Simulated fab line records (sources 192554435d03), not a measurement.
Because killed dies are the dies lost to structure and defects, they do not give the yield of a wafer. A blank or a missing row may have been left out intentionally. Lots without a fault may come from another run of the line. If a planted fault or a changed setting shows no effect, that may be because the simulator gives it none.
Lot-split experiment / flow n5Finfet / 21 wafers read from 7 lots, route of 1938 steps

## SPLIT DETAILS
At N5_BEOL_M2_COAT_62 (time 60 s, resist thk 12 nm), the setting spinRpm was moved away from the recipe's 1500 rpm on 3 of the 21 wafers read, by +5.9% to +7.5%. For the rest of the wafers, this setting stayed at what the recipe calls for.

## FROM THE SPLIT TO THE READING: what the file shows between them, 5 steps
- N5_BEOL_M2_COAT_73: time 60 s, resist thk 5 nm (also split here: spinRpm)
- N5_BEOL_M2_COAT_05: resist thk 30 nm
- N5_BEOL_M2_EBR_07
- N5_BEOL_M2_DESCUM_16: chemistry O2, time 7 s
- N5_BEOL_M2_ETCH_74: etches underlayer in N2/H2, target depth 6.5 nm, time 5.2 s

## THE READING
etch.depthNm (the simulator's own value, which no gauge read), in nm, at N5_BEOL_M2_ETCH_63 (etches SiARC in CF4, target depth 15.6 nm, time 26 s). There is no usual value for it anywhere in the file. Average 11.99 nm, standard deviation 0.026 nm, over the 18 wafers here run with the recipe.

wafer=L075.1; tool, chamber at the split=lithoTrack-02, 0; spinRpm as run, rpm=1500; against the recipe=recipe; etch.depthNm, nm=11.99; against lot-mates on the recipe=-
wafer=L075.3; tool, chamber at the split=lithoTrack-02, 0; spinRpm as run, rpm=1500; against the recipe=recipe; etch.depthNm, nm=11.97; against lot-mates on the recipe=-
wafer=L075.6; tool, chamber at the split=lithoTrack-02, 0; spinRpm as run, rpm=1613; against the recipe=+7.5%; etch.depthNm, nm=11.59; against lot-mates on the recipe=-0.39
wafer=L078.2; tool, chamber at the split=lithoTrack-01, 0; spinRpm as run, rpm=1500; against the recipe=recipe; etch.depthNm, nm=12; against lot-mates on the recipe=-
wafer=L078.3; tool, chamber at the split=lithoTrack-01, 0; spinRpm as run, rpm=1500; against the recipe=recipe; etch.depthNm, nm=12; against lot-mates on the recipe=-
wafer=L078.6; tool, chamber at the split=lithoTrack-01, 0; spinRpm as run, rpm=1500; against the recipe=recipe; etch.depthNm, nm=11.99; against lot-mates on the recipe=-
wafer=L080.3; tool, chamber at the split=lithoTrack-05, 0; spinRpm as run, rpm=1500; against the recipe=recipe; etch.depthNm, nm=12.05; against lot-mates on the recipe=-
wafer=L080.5; tool, chamber at the split=lithoTrack-05, 0; spinRpm as run, rpm=1500; against the recipe=recipe; etch.depthNm, nm=12.02; against lot-mates on the recipe=-
wafer=L080.6; tool, chamber at the split=lithoTrack-05, 0; spinRpm as run, rpm=1500; against the recipe=recipe; etch.depthNm, nm=12.02; against lot-mates on the recipe=-
wafer=L081.4; tool, chamber at the split=lithoTrack-05, 0; spinRpm as run, rpm=1500; against the recipe=recipe; etch.depthNm, nm=11.95; against lot-mates on the recipe=-
wafer=L081.5; tool, chamber at the split=lithoTrack-05, 0; spinRpm as run, rpm=1500; against the recipe=recipe; etch.depthNm, nm=11.98; against lot-mates on the recipe=-
wafer=L081.6; tool, chamber at the split=lithoTrack-05, 0; spinRpm as run, rpm=1500; against the recipe=recipe; etch.depthNm, nm=12; against lot-mates on the recipe=-
wafer=L082.2; tool, chamber at the split=lithoTrack-05, 0; spinRpm as run, rpm=1588; against the recipe=+5.9%; etch.depthNm, nm=11.61; against lot-mates on the recipe=-0.38
wafer=L082.3; tool, chamber at the split=lithoTrack-05, 0; spinRpm as run, rpm=1588; against the recipe=+5.9%; etch.depthNm, nm=11.63; against lot-mates on the recipe=-0.36
wafer=L082.6; tool, chamber at the split=lithoTrack-05, 0; spinRpm as run, rpm=1500; against the recipe=recipe; etch.depthNm, nm=11.99; against lot-mates on the recipe=-
wafer=L084.1; tool, chamber at the split=lithoTrack-01, 0; spinRpm as run, rpm=1500; against the recipe=recipe; etch.depthNm, nm=12; against lot-mates on the recipe=-
wafer=L084.3; tool, chamber at the split=lithoTrack-01, 0; spinRpm as run, rpm=1500; against the recipe=recipe; etch.depthNm, nm=11.96; against lot-mates on the recipe=-
wafer=L084.4; tool, chamber at the split=lithoTrack-01, 0; spinRpm as run, rpm=1500; against the recipe=recipe; etch.depthNm, nm=11.96; against lot-mates on the recipe=-
wafer=L091.2; tool, chamber at the split=lithoTrack-02, 0; spinRpm as run, rpm=1500; against the recipe=recipe; etch.depthNm, nm=11.98; against lot-mates on the recipe=-
wafer=L091.5; tool, chamber at the split=lithoTrack-02, 0; spinRpm as run, rpm=1500; against the recipe=recipe; etch.depthNm, nm=11.98; against lot-mates on the recipe=-
wafer=L091.6; tool, chamber at the split=lithoTrack-02, 0; spinRpm as run, rpm=1500; against the recipe=recipe; etch.depthNm, nm=11.94; against lot-mates on the recipe=-

THE FIT
A straight line over all 21 wafers: etch.depthNm changes by -0.0581 nm for each +1% of spinRpm; r = -0.98; the points scatter about the line by 0.029 nm.
The same after taking each lot's own level away (the mean of its wafers on the recipe; 21 wafers): -0.0578 nm for each +1%; r = -0.99; scatter 0.021 nm.
On that fit, the largest move of spinRpm shifts the reading by 0.44 nm.
Measured against the standard deviation above, the lots' own levels, which go from 11.967 to 12.030 nm, span 2.4 times it.
The two slopes agree, so the slope changes little with the lot-to-lot level.
Check: -0.475 nm against its lot-mates is what the line predicts for one of the wafers moved furthest among these (+7.5%) when that wafer is left out of the fit. It came out at -0.39 nm against them.

## OTHER SPLITS APPLIED TO THESE WAFERS
Note: prior to the reading, these wafers also went through further splits. Each is held against what the fit with the lots' levels taken away leaves over:
other split on the same wafers=N5_BEOL_M0_SAQP_EXPOSE_11 doseMj; wafers away from the commonest value=5; r with etch.depthNm (lot level and that fit taken away)=-0.03
other split on the same wafers=N5_BEOL_M1_PECVD_72 timeS; wafers away from the commonest value=5; r with etch.depthNm (lot level and that fit taken away)=+0.06
other split on the same wafers=N5_BEOL_M1_EXPOSE_08 doseMj; wafers away from the commonest value=7; r with etch.depthNm (lot level and that fit taken away)=-0.04
other split on the same wafers=N5_BEOL_M2_COAT_73 spinRpm; wafers away from the commonest value=5; r with etch.depthNm (lot level and that fit taken away)=-0.06

## FILE'S OWN FIT
etch.depthNm changes by -0.0559 nm for each +1% of spinRpm, r = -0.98.
